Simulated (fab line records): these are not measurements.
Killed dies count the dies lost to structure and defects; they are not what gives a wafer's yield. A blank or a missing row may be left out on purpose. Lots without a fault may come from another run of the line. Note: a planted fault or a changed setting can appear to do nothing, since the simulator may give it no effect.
Matching of chambers :: flow nand harc :: 4 sister chambers for NHARC_P_ZERO_WELL_ETCH_65 on rie diel-12
The step etches the open film in N2/H2, target depth 80 nm, overetch 24 nm, time 87.88 s. 8 wafers are shown with their chamber, then 10 later ones without.

## WAFERS, EACH WITH ITS CHAMBER
wafer: L083.1
chamber: 1
showerhead plenum p Torr (Torr): 2.13
rf vpp V (V): 434.6

wafer: L083.5
chamber: 2
showerhead plenum p Torr (Torr): 2.02
rf vpp V (V): 430.1

wafer: L084.6
chamber: 0
showerhead plenum p Torr (Torr): 2.05
rf vpp V (V): 431.5

wafer: L085.1
chamber: 3
showerhead plenum p Torr (Torr): 2.01
rf vpp V (V): 430.4

wafer: L085.2
chamber: 0
showerhead plenum p Torr (Torr): 2.05
rf vpp V (V): 430.4

wafer: L085.5
chamber: 3
showerhead plenum p Torr (Torr): 2.01
rf vpp V (V): 429.9

wafer: L089.1
chamber: 2
showerhead plenum p Torr (Torr): 2.01
rf vpp V (V): 430.9

wafer: L089.3
chamber: 1
showerhead plenum p Torr (Torr): 2.13
rf vpp V (V): 431.4

## WAFERS WHOSE CHAMBER IS MISSING
wafer: L089.6
showerhead plenum p Torr (Torr): 2.01
rf vpp V (V): 429.3

wafer: L093.1
showerhead plenum p Torr (Torr): 2.12
rf vpp V (V): 432.7

wafer: L093.3
showerhead plenum p Torr (Torr): 2.00
rf vpp V (V): 429.1

wafer: L093.4
showerhead plenum p Torr (Torr): 2.04
rf vpp V (V): 432.6

wafer: L094.3
showerhead plenum p Torr (Torr): 2.04
rf vpp V (V): 430.1

wafer: L094.5
showerhead plenum p Torr (Torr): 2.00
rf vpp V (V): 430.6

wafer: L094.6
showerhead plenum p Torr (Torr): 2.01
rf vpp V (V): 429.1

wafer: L095.1
showerhead plenum p Torr (Torr): 2.00
rf vpp V (V): 430.9

wafer: L095.2
showerhead plenum p Torr (Torr): 2.01
rf vpp V (V): 430.5

wafer: L095.3
showerhead plenum p Torr (Torr): 2.12
rf vpp V (V): 433.5

## EACH ONE'S CHAMBER
wafer: L089.6
from the rows above: can't be placed: 3 or 2
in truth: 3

wafer: L093.1
from the rows above: 1
in truth: 1

wafer: L093.3
from the rows above: can't be placed: 3 or 2
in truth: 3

wafer: L093.4
from the rows above: 0
in truth: 0

wafer: L094.3
from the rows above: 0
in truth: 0

wafer: L094.5
from the rows above: can't be placed: 3 or 2
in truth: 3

wafer: L094.6
from the rows above: can't be placed: 3 or 2
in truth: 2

wafer: L095.1
from the rows above: can't be placed: 3 or 2
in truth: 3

wafer: L095.2
from the rows above: can't be placed: 3 or 2
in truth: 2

wafer: L095.3
from the rows above: 1
in truth: 1
4 of 10 placed correctly. From these rows, 6 cannot be placed; in 6 the true chamber is one of the candidates. 0 placed wrongly.
How it was worked out, from the rows above alone: a wafer's distance from a chamber is the root of the sum, over the readings, of the square of ((its reading less the chamber's mean) divided by the reading's scatter). The wafer belongs to the nearest chamber; if the next one is less than 2 further off, it can't be placed. A chamber's mean is the mean of its shown wafers. The scatter: take each reading less its chamber's mean, square it, sum over the shown wafers, divide by the number of wafers less the number of chambers, and take the root.
